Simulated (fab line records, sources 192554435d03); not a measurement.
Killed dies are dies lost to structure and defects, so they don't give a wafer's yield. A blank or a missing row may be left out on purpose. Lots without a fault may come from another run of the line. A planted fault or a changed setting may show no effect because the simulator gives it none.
Chamber matching | flow n5_finfet | N5_DUMMY_GATE_CMP_04 on cmp-01: 4 sister chambers
The step polishes a-Si. 4 wafers are shown with their chamber, then 9 later ones without.

WAFERS WITH THEIR CHAMBER
wafer  | chamber | motor_current_A (A)
L080.6 | 3       | 8.5
L081.2 | 0       | 7.6
L082.4 | 1       | 10.4
L082.5 | 2       | 10.1

WAFERS WITHOUT THEIR CHAMBER
wafer  | motor_current_A (A)
L088.1 | 8.2
L088.2 | 10.4
L088.4 | 8.8
L089.1 | 10.7
L089.2 | 9.2
L089.4 | 10.2
L097.1 | 8.8
L097.3 | 8.0
L097.5 | 10.6

WHICH CHAMBER EACH WENT THROUGH
wafer  | from the rows above          | in truth
L088.1 | can't be placed: 3 or 0      | 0
L088.2 | can't be placed: 1 or 2      | 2
L088.4 | 3                            | 3
L089.1 | can't be placed: 1 or 2      | 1
L089.2 | can't be placed: 3 or 2 or 1 | 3
L089.4 | can't be placed: 2 or 1      | 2
L097.1 | 3                            | 3
L097.3 | can't be placed: 0 or 3      | 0
L097.5 | can't be placed: 1 or 2      | 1
Placed correctly: 2 of 9. Can't be placed from these rows: 7 (the true chamber is among the candidates in 7). Placed wrongly: 0.
How it was worked out, from the rows above alone: a wafer's distance from a chamber is the root of the sum, over the readings, of the square of ((its reading less the chamber's mean) divided by the reading's scatter). The wafer belongs to the nearest chamber; if the next one is less than 2 further off, it can't be placed. A chamber's mean is the mean of its shown wafers. The scatter: with one shown wafer a chamber, the root of the mean of the squares of how far each hidden wafer lies from its nearest shown one.
